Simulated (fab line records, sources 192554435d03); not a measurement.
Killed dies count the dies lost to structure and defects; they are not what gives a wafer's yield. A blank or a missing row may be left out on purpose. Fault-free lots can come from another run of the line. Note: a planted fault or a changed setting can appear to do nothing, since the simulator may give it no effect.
Lot-split experiment / flow n5_finfet / 21 wafers read across 7 lots, on a route 1938 steps long

== THE SPLIT ==
At N5_BEOL_M4_VIA_ETCH_34 (etches the open film in C4F6/O2, target depth 69.4 nm, time 65.9 s), the setting source_w was moved away from the recipe's 350 W on 11 of the 21 wafers read, by -16.9% to +11.5%. This setting was run at the recipe's value on the other wafers.

The reading comes from the split's own step.

== THE READING ==
rf_vpp_V, in V, at N5_BEOL_M4_VIA_ETCH_34 (etches the open film in C4F6/O2, target depth 69.4 nm, time 65.9 s). Fault-free wafers of this fab line usually give 667 V, standard deviation 8.2 V.

wafer=L074.1; tool, chamber at the split=rie_diel-01, 1; source_w as run, W=350; against the recipe=recipe; rf_vpp_V, V=659; against lot-mates on the recipe=-
wafer=L074.4; tool, chamber at the split=rie_diel-01, 3; source_w as run, W=390.1; against the recipe=+11.5%; rf_vpp_V, V=639; against lot-mates on the recipe=-30
wafer=L074.6; tool, chamber at the split=rie_diel-01, 2; source_w as run, W=350; against the recipe=recipe; rf_vpp_V, V=680; against lot-mates on the recipe=-
wafer=L075.1; tool, chamber at the split=rie_diel-04, 0; source_w as run, W=315.8; against the recipe=-9.8%; rf_vpp_V, V=712; against lot-mates on the recipe=+52
wafer=L075.3; tool, chamber at the split=rie_diel-04, 1; source_w as run, W=315.8; against the recipe=-9.8%; rf_vpp_V, V=701; against lot-mates on the recipe=+41
wafer=L075.6; tool, chamber at the split=rie_diel-04, 2; source_w as run, W=350; against the recipe=recipe; rf_vpp_V, V=660; against lot-mates on the recipe=-
wafer=L077.4; tool, chamber at the split=rie_diel-01, 3; source_w as run, W=316.3; against the recipe=-9.6%; rf_vpp_V, V=707; against lot-mates on the recipe=+49
wafer=L077.5; tool, chamber at the split=rie_diel-01, 2; source_w as run, W=316.3; against the recipe=-9.6%; rf_vpp_V, V=715; against lot-mates on the recipe=+57
wafer=L077.6; tool, chamber at the split=rie_diel-01, 1; source_w as run, W=350; against the recipe=recipe; rf_vpp_V, V=658; against lot-mates on the recipe=-
wafer=L079.3; tool, chamber at the split=rie_diel-02, 3; source_w as run, W=350; against the recipe=recipe; rf_vpp_V, V=675; against lot-mates on the recipe=-
wafer=L079.4; tool, chamber at the split=rie_diel-02, 0; source_w as run, W=350; against the recipe=recipe; rf_vpp_V, V=658; against lot-mates on the recipe=-
wafer=L079.5; tool, chamber at the split=rie_diel-02, 3; source_w as run, W=350; against the recipe=recipe; rf_vpp_V, V=676; against lot-mates on the recipe=-
wafer=L084.1; tool, chamber at the split=rie_diel-02, 2; source_w as run, W=350; against the recipe=recipe; rf_vpp_V, V=656; against lot-mates on the recipe=-
wafer=L084.4; tool, chamber at the split=rie_diel-02, 3; source_w as run, W=320.4; against the recipe=-8.5%; rf_vpp_V, V=704; against lot-mates on the recipe=+48
wafer=L084.6; tool, chamber at the split=rie_diel-02, 2; source_w as run, W=320.4; against the recipe=-8.5%; rf_vpp_V, V=685; against lot-mates on the recipe=+29
wafer=L089.3; tool, chamber at the split=rie_diel-01, 0; source_w as run, W=332; against the recipe=-5.1%; rf_vpp_V, V=686; against lot-mates on the recipe=+13
wafer=L089.4; tool, chamber at the split=rie_diel-01, 3; source_w as run, W=350; against the recipe=recipe; rf_vpp_V, V=673; against lot-mates on the recipe=-
wafer=L089.5; tool, chamber at the split=rie_diel-01, 0; source_w as run, W=332; against the recipe=-5.1%; rf_vpp_V, V=684; against lot-mates on the recipe=+11
wafer=L091.1; tool, chamber at the split=rie_diel-02, 2; source_w as run, W=290.7; against the recipe=-16.9%; rf_vpp_V, V=718; against lot-mates on the recipe=+44
wafer=L091.2; tool, chamber at the split=rie_diel-02, 1; source_w as run, W=350; against the recipe=recipe; rf_vpp_V, V=674; against lot-mates on the recipe=-
wafer=L091.6; tool, chamber at the split=rie_diel-02, 1; source_w as run, W=290.7; against the recipe=-16.9%; rf_vpp_V, V=737; against lot-mates on the recipe=+63

THE FIT
A straight line over all 21 wafers: rf_vpp_V changes by -3.5 V for each +1% of source_w; r = -0.93; the points scatter about the line by 9.2 V.
The same after taking each lot's own level away (the mean of its wafers on the recipe; 21 wafers): -3.62 V for each +1%; r = -0.92; scatter 10 V.
That fit puts the effect of the largest move of source_w on the reading at 61 V.
The span of the lots' own levels, 656.0 to 674.0 V, comes to 2.2 times the standard deviation stated above.
Hence the lot-to-lot level has little effect on the slope; both slopes agree.
Check: for one of the wafers moved furthest among these (-16.9%), held out of the fit, the line's prediction against its lot-mates is +70 V. Against them it came out at +44 V.
Tool readings at the split's step, against how far the setting was moved: rf_vpp_V r = -0.93.

== FURTHER SPLITS ON THESE WAFERS ==
Before the reading, these wafers also passed through other splits. Each is held against what the fit with the lots' levels taken away leaves over:
other split on the same wafers=N5_BEOL_M2_EXPOSE_25 dose_mj; wafers away from the commonest value=7; r with rf_vpp_V (lot level and that fit taken away)=-0.13
other split on the same wafers=N5_BEOL_M3_PECVD_72 time_s; wafers away from the commonest value=7; r with rf_vpp_V (lot level and that fit taken away)=-0.04
other split on the same wafers=N5_BEOL_M4_COAT_67 spin_rpm; wafers away from the commonest value=5; r with rf_vpp_V (lot level and that fit taken away)=+0.20
other split on the same wafers=N5_BEOL_M4_DESCUM_33 time_s; wafers away from the commonest value=7; r with rf_vpp_V (lot level and that fit taken away)=-0.02

== THE WHOLE CHAIN: every reading that the file lists as answering this split, in the file's order ==
step=N5_BEOL_M4_VIA_ETCH_34; what it does=etches the open film in C4F6/O2, target depth 69.4 nm, time 65.9 s; reading=rf_vpp_V; change (the file's fit)=-3.71 V for each +1% of the setting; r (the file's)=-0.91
step=N5_BEOL_M4_VIA_ETCH_34; what it does=etches the open film in C4F6/O2, target depth 69.4 nm, time 65.9 s; reading=etch.depth_nm (the simulator's own value, which no gauge read); change (the file's fit)=+0.301 nm for each +1% of the setting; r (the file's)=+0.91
step=N5_BEOL_M4_VIA_ETCH_34; what it does=etches the open film in C4F6/O2, target depth 69.4 nm, time 65.9 s; reading=SOC_of_BEOL_M4_COAT_67.thk_nm (the simulator's own value, which no gauge read); change (the file's fit)=-0.0376 nm for each +1% of the setting, in a fit together with spin_rpm@BEOL_M4_COAT_67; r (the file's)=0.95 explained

== THE FILE'S OWN FIT ==
rf_vpp_V changes by -3.71 V for each +1% of source_w, r = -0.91.
